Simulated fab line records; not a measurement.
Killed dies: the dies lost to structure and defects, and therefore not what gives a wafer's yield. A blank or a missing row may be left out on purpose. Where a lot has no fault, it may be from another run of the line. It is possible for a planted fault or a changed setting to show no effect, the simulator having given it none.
fab line records ; flow nand_harc ; part 2 of 2: steps 24 to 33 of 33
record lots=5; wafers=15; last_day=32
route steps=1302 shown A_CONTACT@1101 A_BLC@1107
lots untouched by any fault: they come from a run of this same line in which no faults occurred
start_h: start of the lot's first displayed wafer, in hours after the record's first day ; wait_h: how many hours have passed since the lot's step before this one ; " the same as in the row above ; L1.1+2: one row covering several wafers at once ; - no value present, or no start provided ; * or withheld: withheld ; < > ~ a bound
route shown NAME@n: names a module that has steps shown in the file, with the first one's number in the route ; usual: mean/standard deviation of fault-free wafers ; same: alike in all rows ; chamber/n: place in a boat ; sites: per-site readings ; _std_site: the standard deviation of these ; _edge_site: mean of outer sites minus mean of inner sites ; radius_mm: for every site, how far away it sits from the centre of the wafer ; mask NAME#n: copy n ; behind: the most recent tool/chamber to have shaped the wafer ; hold: why the lot went on hold/how many hours it stayed there/how the hold came to an end ; device: whichever transistor did not switch (one of n, p or np) ; end of line: the same wafers' tests at the end of the route ; for a step that has no rows: nothing shown but its recipe ; killed: at the first sort, the dies lost to defects and structure; wafer yield is something else ; map: dies across one wafer; x = killed, . = not, _ = none there
set.NAME: the setting as run; set.NAME@STEP: as run at that earlier step ; model.NAME: the simulator's own value behind a step, which no gauge read
lots at some steps of the route; a table a step, a row a wafer
services: the hour from which a tool's chamber was out of use, counted from the record's first day as start_h (under 0 if before that day), plus the number of hours and why
## steps
# step NHARC_A_BLC_STRIP_29
# recipe cf4_flow_sccm=150; ar_flow_sccm=0; bias_w=0; chemistry=CF4
# usual drypump_motor_current_A=5.56/0.2; oes_product_au=1.001/0.0071; rf_vpp_V=59.5/0.91; showerhead_plenum_p_Torr=1.78/0.094; throttle_valve_pct=13.285/0.0099
lot.wafer;tool;chamber;start_h;wait_h;drypump_motor_current_A;oes_product_au;rf_hours_counter_h;rf_vpp_V;showerhead_plenum_p_Torr;throttle_valve_pct
L079.2;rie_diel-06;1;575.16;0.1;5.30;1.007;4;59.2;1.67;13.271
L079.5;rie_diel-06;2;575.16;0.1;5.70;1.007;-;59.3;1.89;13.272
L079.6;rie_diel-06;3;575.16;0.1;5.82;0.998;-;59.1;1.68;13.276
L083.1;rie_diel-06;1;600.99;0.1;5.29;1.001;6;58.4;1.67;13.257
L083.6;rie_diel-06;3;600.99;0.1;5.83;1.002;-;59.3;1.68;13.301
L083.5;rie_diel-06;0;600.99;0.1;5.46;1.013;-;60.6;1.88;13.271
L090.4;rie_diel-06;1;692.51;0.1;5.31;0.993;1;58.1;1.67;13.291
L090.3;rie_diel-06;2;692.51;0.1;5.68;0.992;1;58.0;1.89;13.287
L090.1;rie_diel-06;3;692.51;0.1;5.83;1.004;1;60.3;1.68;13.289
L093.4;rie_diel-06;1;715.85;0.1;5.29;1.000;2;58.4;1.67;13.296
L093.3;rie_diel-06;2;715.85;0.1;5.71;0.994;2;61.2;1.89;13.291
L093.6;rie_diel-06;2;715.85;0.1;5.68;0.996;-;60.0;1.89;13.282
L095.3;rie_diel-06;1;732.05;0.1;5.28;0.998;3;59.0;1.67;13.276
L095.1;rie_diel-06;2;732.05;0.1;5.60;1.005;4;60.5;1.89;13.298
L095.2;rie_diel-06;0;732.05;0.1;5.45;1.011;2;59.9;1.88;13.286
# step NHARC_A_BLC_STRIP_21
# recipe o2_flow_sccm=500; ar_flow_sccm=0; bias_w=0; chemistry=O2
# usual drypump_motor_current_A=5.57/0.2; oes_product_au=1.002/0.0069; rf_vpp_V=57.9/0.96; showerhead_plenum_p_Torr=3.56/0.19; throttle_valve_pct=17.035/0.0085
lot.wafer;tool;chamber;start_h;wait_h;drypump_motor_current_A;oes_product_au;rf_hours_counter_h;rf_vpp_V;showerhead_plenum_p_Torr;throttle_valve_pct
L079.2;rie_diel-06;3;575.24;0.1;5.81;1.002;5;58.0;3.34;17.021
L079.5;rie_diel-06;2;575.24;0.1;5.68;1.014;-;57.3;3.77;17.031
L079.6;rie_diel-06;3;575.24;0.1;5.83;0.999;-;56.9;3.34;17.019
L083.1;rie_diel-06;2;601.10;0.1;5.65;1.010;6;59.3;3.77;17.031
L083.6;rie_diel-06;3;601.10;0.1;5.82;0.999;-;57.9;3.34;17.028
L083.5;rie_diel-06;0;601.10;0.1;5.47;0.996;-;57.5;3.75;17.031
L090.4;rie_diel-06;2;692.61;0.1;5.67;0.998;1;57.7;3.77;17.044
L090.3;rie_diel-06;3;692.61;0.1;5.81;1.007;1;56.7;3.34;17.041
L090.1;rie_diel-06;0;692.61;0.1;5.47;0.993;1;57.0;3.75;17.035
L093.3;rie_diel-06;1;715.97;0.1;5.29;1.007;2;56.2;3.34;17.038
L093.4;rie_diel-06;2;715.97;0.1;5.70;0.994;2;56.7;3.77;17.036
L093.6;rie_diel-06;3;715.97;0.1;5.82;1.005;-;55.9;3.34;17.032
L095.2;rie_diel-06;2;732.16;0.1;5.67;0.999;4;59.4;3.77;17.032
L095.1;rie_diel-06;3;732.16;0.1;5.84;1.003;3;57.3;3.34;17.037
L095.3;rie_diel-06;1;732.16;0.1;5.29;1.009;3;57.1;3.33;17.033
# step NHARC_A_BLC_STRIP_22
# recipe time_s=600; temp_c=30; chemistry=post_etch_residue_remover
lot.wafer;tool;chamber;start_h;wait_h
L079.2+6+5;wet_bench-03;0,1,2;575.38;-
L083.6+5+1;wet_bench-03;0,2,3;601.25;-
L090.1+3+4;wet_bench-06;0,1,5;692.76;-
L093.4+6+3;wet_bench-03;5,0,2;716.11;-
L095.3+1+2;wet_bench-04;3,4,7;732.31;-
# step NHARC_A_BLC_DEGAS_30
# recipe temp_c=300; time_s=60
# usual heater_power_w=466/43
lot.wafer;tool;chamber;start_h;wait_h;heater_power_w
L079.2;pvd_sputter-03;-;575.65;-;387
L079.5;pvd_sputter-03;-;575.65;-;399
L079.6;pvd_sputter-03;-;575.65;-;457
L083.1;pvd_sputter-03;-;601.52;-;527
L083.5;pvd_sputter-03;-;601.52;-;470
L083.6;pvd_sputter-03;-;601.52;-;480
L090.3;pvd_sputter-02;-;693.03;-;465
L090.1;pvd_sputter-02;-;693.03;-;468
L090.4;pvd_sputter-02;-;693.03;-;565
L093.4;pvd_sputter-01;-;716.37;-;483
L093.3;pvd_sputter-01;-;716.37;-;411
L093.6;pvd_sputter-01;-;716.37;-;488
L095.2;pvd_sputter-01;-;732.58;-;442
L095.3;pvd_sputter-01;-;732.58;-;404
L095.1;pvd_sputter-01;-;732.58;-;481
# step NHARC_A_BLC_PRE_CLEAN_31
# recipe time_s=15; bias_v=250; gas=Ar
lot.wafer;tool;chamber;start_h;wait_h
L079.2+5+6;pvd_sputter-03;-;-;-
L083.1+5+6;pvd_sputter-03;-;-;-
L090.3+1+4;pvd_sputter-02;-;-;-
L093.3+4+6;pvd_sputter-01;-;-;-
L095.1+3+2;pvd_sputter-01;-;-;-
# step NHARC_A_BLC_PVD_32
# recipe target_thk_a=50; chamber_pressure_pa=5; power_w=5000; substrate_temp_c=200; time_s=17.7; material=Ti
# usual throttle_valve_pct=30.1/0.73
lot.wafer;tool;chamber;start_h;wait_h;throttle_valve_pct
L079.2;pvd_sputter-03;-;-;-;30.6
L079.6;pvd_sputter-03;-;-;-;27.9
L079.5;pvd_sputter-03;-;-;-;29.7
L083.1;pvd_sputter-03;-;-;-;28.0
L083.6;pvd_sputter-03;-;-;-;30.8
L083.5;pvd_sputter-03;-;-;-;28.9
L090.1;pvd_sputter-02;-;-;-;31.1
L090.3;pvd_sputter-02;-;-;-;30.1
L090.4;pvd_sputter-02;-;-;-;30.5
L093.3;pvd_sputter-01;-;-;-;29.9
L093.4;pvd_sputter-01;-;-;-;30.3
L093.6;pvd_sputter-01;-;-;-;30.0
L095.2;pvd_sputter-01;-;-;-;30.8
L095.3;pvd_sputter-01;-;-;-;30.6
L095.1;pvd_sputter-01;-;-;-;30.0
# step NHARC_A_BLC_ALD_23
# recipe target_thk_a=30; pulse_time_s=1; ald_cycles=150; temp_c=450; material=TiN
# usual heater_power_w=1171/130; precursor_pulse_height_rel=1.001/0.019
lot.wafer;tool;chamber;start_h;wait_h;heater_power_w;precursor_pulse_height_rel
L079.2;ald_metal-02;1;575.91;-;1176;0.969
L079.5;ald_metal-02;0;575.91;-;1399;0.969
L079.6;ald_metal-02;1;575.91;-;1128;1.007
L083.1;ald_metal-03;2;601.79;-;1056;0.972
L083.6;ald_metal-03;0;601.79;-;1186;1.018
L083.5;ald_metal-03;1;601.79;-;1051;0.977
L090.1;ald_metal-02;1;693.28;-;1159;0.976
L090.3;ald_metal-02;2;693.28;-;1026;1.034
L090.4;ald_metal-02;0;693.28;-;1436;1.014
L093.3;ald_metal-01;0;716.62;-;1283;0.997
L093.4;ald_metal-01;1;716.62;-;1074;0.993
L093.6;ald_metal-01;0;716.62;-;1341;0.993
L095.1;ald_metal-03;2;732.84;-;1079;1.036
L095.3;ald_metal-03;3;732.84;-;1136;1.013
L095.2;ald_metal-03;0;732.84;-;1203;0.997
# step NHARC_A_BLC_CVD_24
# recipe target_thk_a=1500; temp_c=300; pressure_torr=40; wf6_flow_sccm=40; h2_flow_sccm=1600; ar_flow_sccm=1560; time_s=434; material=W
# usual heater_power_w=443/55; mfc_h2_sccm=1600/5.1; throttle_valve_pct=7.9/0.34
lot.wafer;tool;chamber;start_h;wait_h;heater_power_w;mfc_h2_sccm;throttle_valve_pct
L079.2;cvd_w-01;1;-;-;380;1611;8.1
L079.5;cvd_w-01;1;-;-;381;1604;8.4
L079.6;cvd_w-01;0;-;-;470;1594;8.0
L083.1;cvd_w-01;0;-;-;466;1609;8.0
L083.5;cvd_w-01;1;-;-;375;1597;8.5
L083.6;cvd_w-01;0;-;-;478;1598;7.8
L090.1;cvd_w-02;0;-;-;516;1592;7.9
L090.3;cvd_w-02;0;-;-;509;1601;7.7
L090.4;cvd_w-02;1;-;-;388;1597;7.4
L093.3;cvd_w-01;1;-;-;376;1585;8.5
L093.4;cvd_w-01;0;-;-;480;1593;7.9
L093.6;cvd_w-01;0;-;-;472;1592;8.2
L095.2;cvd_w-02;0;-;-;530;1592;7.9
L095.1;cvd_w-02;1;-;-;403;1596;7.5
L095.3;cvd_w-02;0;-;-;507;1593;8.0
# step NHARC_A_BLC_CMP_25
# recipe t_overpolish_s=30; target_thk_nm=150
# usual motor_current_A=12.4/0.57; overpolish_run_s=29.999/0.0089; time_to_endpoint_s=29.7/2.3
lot.wafer;tool;chamber;start_h;wait_h;motor_current_A;overpolish_run_s;time_to_endpoint_s
L079.2;cmp-03;2;576.62;0.5;12.0;30.005;28.6
L079.6;cmp-03;2;576.62;0.5;12.3;29.999;30.1
L079.5;cmp-03;3;576.62;0.5;11.8;29.989;30.5
L083.1;cmp-01;1;602.74;0.4;12.0;30.003;29.9
L083.5;cmp-01;3;602.74;0.4;11.6;30.008;32.8
L083.6;cmp-01;0;602.74;0.4;13.0;29.998;29.4
L090.3;cmp-03;0;694.00;0.3;13.2;29.994;27.8
L090.1;cmp-03;1;694.00;0.3;12.0;29.992;28.5
L090.4;cmp-03;3;694.00;0.3;11.4;30.002;33.9
L093.3;cmp-03;3;717.39;0.4;12.0;30.014;29.2
L093.4;cmp-03;0;717.39;0.4;13.3;29.995;28.4
L093.6;cmp-03;1;717.39;0.4;12.3;29.998;27.4
L095.2;cmp-03;1;733.57;0.5;11.9;30.003;32.4
L095.1;cmp-03;2;733.57;0.5;12.1;30.008;28.1
L095.3;cmp-03;0;733.57;0.5;13.1;29.995;26.3
# step NHARC_A_BLC_SRD_27
lot.wafer;tool;chamber;start_h;wait_h
L079.5+6+2;wet_bench-06;7,2,4;576.94;0.0
L083.6+5+1;wet_bench-06;1,2,5;603.01;0.0
L090.1+3+4;wet_bench-03;4,5,0;694.32;0.0
L093.3+6+4;wet_bench-06;2,3,4;717.68;0.1
L095.2+3+1;wet_bench-03;1,2,5;733.89;0.0
## services
tool;chamber;start_h;hours;kind
litho_track-04;-;553.00;7.0;pm
cmp-01;-;553.45;1.9;repair
rie_diel-06;0;553.56;3.6;repair
cmp-03;-;554.00;4.0;pm
pvd_sputter-03;-;561.36;10.0;pm
wet_bench-03;-;562.49;8.0;pm
cmp-03;-;571.65;4.2;repair
cmp-01;-;577.57;4.0;pm
pvd_sputter-03;-;579.22;2.2;repair
pvd_sputter-01;-;582.00;10.0;pm
pvd_sputter-03;-;590.04;2.5;repair
rie_diel-10;-;596.92;9.0;pm
rie_diel-10;2;634.53;4.5;repair
rie_diel-06;-;661.20;9.0;pm
cvd_w-01;1;667.06;1.2;repair
pvd_sputter-03;-;672.85;3.6;repair
cmp-01;-;675.57;4.0;pm
litho_track-01;-;680.00;7.0;pm
litho_track-06;-;704.00;7.0;pm
wet_bench-03;-;708.33;1.8;repair
pvd_sputter-01;-;709.06;1.6;repair
pvd_sputter-03;-;724.30;5.8;repair
litho_track-04;-;728.00;7.0;pm
cvd_w-01;-;728.21;13.0;pm
